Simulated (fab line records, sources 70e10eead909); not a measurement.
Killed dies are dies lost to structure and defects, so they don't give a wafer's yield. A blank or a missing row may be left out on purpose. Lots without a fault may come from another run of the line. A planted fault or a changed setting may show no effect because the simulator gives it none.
Which tool did it? | flow nand_harc | 15 lots, 44 wafers sampled, at 4 steps of a route of 1159

WHAT THE GAUGES READ, wafer by wafer
NHARC_P_CONTACT_CD_MEAS_12: target cd 90 nm. Usual: cd_nm 89.7 nm, standard deviation 0.71.
lot  | measured     | on        | cd_nm (nm)      | flag
L151 | day 5 13:13  | cd_sem-03 | 90.8 89.7 89.1  |
L152 | day 5 15:43  | cd_sem-03 | 90.2 90.4 90.5  |
L153 | day 6 04:08  | cd_sem-01 | 89.3 90.0 89.2  |
L156 | day 6 21:50  | cd_sem-03 | 89.5 105.7 90.5 | OFF
L158 | day 7 00:18  | cd_sem-01 | 89.3 105.0      | OFF
L157 | day 7 01:20  | cd_sem-01 | 89.5 105.3 90.4 | OFF
L164 | day 8 20:41  | cd_sem-01 | 89.4 89.6 89.3  |
L165 | day 9 04:14  | cd_sem-03 | 88.9 89.4 89.1  |
L166 | day 9 10:44  | cd_sem-01 | 89.7 89.2 90.5  |
L167 | day 9 10:53  | cd_sem-03 | 89.4 88.9 89.9  |
L169 | day 10 01:41 | cd_sem-01 | 90.2 89.4 91.1  |
L172 | day 10 15:59 | cd_sem-01 | 89.5 90.5 90.3  |
L171 | day 10 17:00 | cd_sem-02 | 89.4 88.9 89.0  |
L173 | day 11 00:52 | cd_sem-02 | 89.7 89.3 90.5  |
L174 | day 11 02:05 | cd_sem-01 | 89.6 89.0 88.8  |

WHICH TOOL RAN EACH LOT (tool, then ch and the chambers of the sampled wafers, then the start)
lot  | NHARC_P_GATE_RTA_82              | NHARC_P_CONTACT_CMP_01        | NHARC_P_CONTACT_PEB_10
L151 | rtp_anneal-01 ch 0, day 5 11:25  | cmp-03 ch 0,1,3, day 5 12:26  | litho_track-01 ch 0, day 5 13:08
L152 | rtp_anneal-02 ch 0, day 5 14:01  | cmp-03 ch 0,1,3, day 5 15:00  | litho_track-04 ch 0, day 5 15:38
L153 | rtp_anneal-01 ch 0, day 6 02:00  | cmp-03 ch 0,3, day 6 03:20    | litho_track-06 ch 0, day 6 04:03
L156 | rtp_anneal-02 ch 0, day 6 20:04  | cmp-02 ch 1,2,3, day 6 21:02  | litho_track-01 ch 0, day 6 21:45
L158 | rtp_anneal-02 ch 0, day 6 22:39  | cmp-02 ch 0,1, day 6 23:36    | litho_track-01 ch 0, day 7 00:13
L157 | rtp_anneal-02 ch 0, day 6 23:33  | cmp-02 ch 0,1, day 7 00:31    | litho_track-01 ch 0, day 7 01:15
L164 | rtp_anneal-02 ch 0, day 8 18:53  | cmp-04 ch 1,3, day 8 19:50    | litho_track-04 ch 0, day 8 20:35
L165 | rtp_anneal-02 ch 0, day 9 02:27  | cmp-04 ch 0,1,3, day 9 03:33  | litho_track-06 ch 0, day 9 04:09
L166 | rtp_anneal-01 ch 0, day 9 08:56  | cmp-03 ch 0,1,3, day 9 09:55  | litho_track-06 ch 0, day 9 10:39
L167 | rtp_anneal-01 ch 0, day 9 09:11  | cmp-02 ch 1,3, day 9 10:13    | litho_track-06 ch 0, day 9 10:49
L169 | rtp_anneal-02 ch 0, day 9 23:59  | cmp-04 ch 0,2,3, day 10 00:59 | litho_track-04 ch 0, day 10 01:36
L172 | rtp_anneal-02 ch 0, day 10 14:10 | cmp-03 ch 1,2, day 10 15:10   | litho_track-06 ch 0, day 10 15:54
L171 | rtp_anneal-02 ch 0, day 10 15:11 | cmp-02 ch 0,1,3, day 10 16:11 | litho_track-04 ch 0, day 10 16:55
L173 | rtp_anneal-01 ch 0, day 10 23:02 | cmp-03 ch 2,3, day 11 00:09   | litho_track-01 ch 0, day 11 00:47
L174 | rtp_anneal-01 ch 0, day 11 00:04 | cmp-03 ch 0,1,2, day 11 01:17 | litho_track-01 ch 0, day 11 02:01
- NHARC_P_GATE_RTA_82: time 30 s.
- NHARC_P_CONTACT_CMP_01: polishes SiO2, target thk 200 nm.
- NHARC_P_CONTACT_PEB_10: peb time 65 s.

WHAT THE TOOLS THEMSELVES READ (means of the sampled wafers that have a number; where no wafer has one, the mark that the record gives instead)
NHARC_P_GATE_RTA_82. Usual: lamp_power_pct 4.095 %, standard deviation 0.013; wafer_temp_C_max 451.9, standard deviation 0.56.
lot  | tool          | lamp_power_pct (%) | wafer_temp_C_max | flag
L151 | rtp_anneal-01 | 4.110              | 452.1            |
L152 | rtp_anneal-02 | 4.080              | 451.3            |
L153 | rtp_anneal-01 | 4.114              | 452.5            |
L156 | rtp_anneal-02 | 4.082              | 450.8            |
L158 | rtp_anneal-02 | 4.082              | 451.8            |
L157 | rtp_anneal-02 | 4.085              | 451.1            |
L164 | rtp_anneal-02 | 4.083              | 451.6            |
L165 | rtp_anneal-02 | 4.085              | 451.2            |
L166 | rtp_anneal-01 | 4.111              | 452.4            |
L167 | rtp_anneal-01 | 4.112              | 452.4            |
L169 | rtp_anneal-02 | 4.084              | 451.3            |
L172 | rtp_anneal-02 | 4.082              | 451.1            |
L171 | rtp_anneal-02 | 4.080              | 451.8            |
L173 | rtp_anneal-01 | 4.112              | 452.5            |
L174 | rtp_anneal-01 | 4.108              | 452.7            |

NHARC_P_CONTACT_CMP_01. Usual: edge_zone_pressure_frac 1.000, standard deviation 0.0053; motor_current_A 11.3 A, standard deviation 1; slurry_flow_ml_min 150.0, standard deviation 0.44.
lot  | tool   | edge_zone_pressure_frac | motor_current_A (A) | slurry_flow_ml_min | flag
L151 | cmp-03 | 1.002                   | 10.3                | 150.7              |
L152 | cmp-03 | 0.998                   | 10.2                | 150.0              |
L153 | cmp-03 | 1.002                   | 9.7                 | 150.3              |
L156 | cmp-02 | 0.998                   | 12.0                | 150.4              |
L158 | cmp-02 | 0.998                   | 10.8                | 149.8              |
L157 | cmp-02 | 0.997                   | 11.0                | 150.2              |
L164 | cmp-04 | 1.001                   | 11.1                | 149.8              |
L165 | cmp-04 | 1.001                   | 11.1                | 149.7              |
L166 | cmp-03 | 1.001                   | 10.6                | 150.4              |
L167 | cmp-02 | 1.006                   | 12.2                | 150.2              |
L169 | cmp-04 | 0.999                   | 11.1                | 150.0              |
L172 | cmp-03 | 1.001                   | 11.9                | 150.7              |
L171 | cmp-02 | 1.001                   | 11.3                | 149.8              |
L173 | cmp-03 | 0.997                   | 10.3                | 150.0              |
L174 | cmp-03 | 0.999                   | 11.2                | 150.2              |

THE ANSWER, worked out from the rows above alone
Rule: a lot is off if the mean of its wafers that have a number lies more than 3 standard deviations from the usual mean. A lot without any number at a reading at which 4 lots or more have one is off too. The other lots that the step has rows for count as sound. The gauges are gone through in route order, then the tools' own readings, and for those a lot's mean is taken as printed above. The first step at which some lot is off is used, and at that step the reading that is off furthest; a lot without a number counts as furthest.
Off: L156, L158, L157, at NHARC_P_CONTACT_CD_MEAS_12 (cd_nm).
A tool fits if, at a process step before that reading, it ran every lot that is off, and no sound lot after the first of them. The gauges at NHARC_P_CONTACT_CD_MEAS_12 are tried like those tools. None of those tried fits.

WHAT THE SIMULATOR HAD PUT IN
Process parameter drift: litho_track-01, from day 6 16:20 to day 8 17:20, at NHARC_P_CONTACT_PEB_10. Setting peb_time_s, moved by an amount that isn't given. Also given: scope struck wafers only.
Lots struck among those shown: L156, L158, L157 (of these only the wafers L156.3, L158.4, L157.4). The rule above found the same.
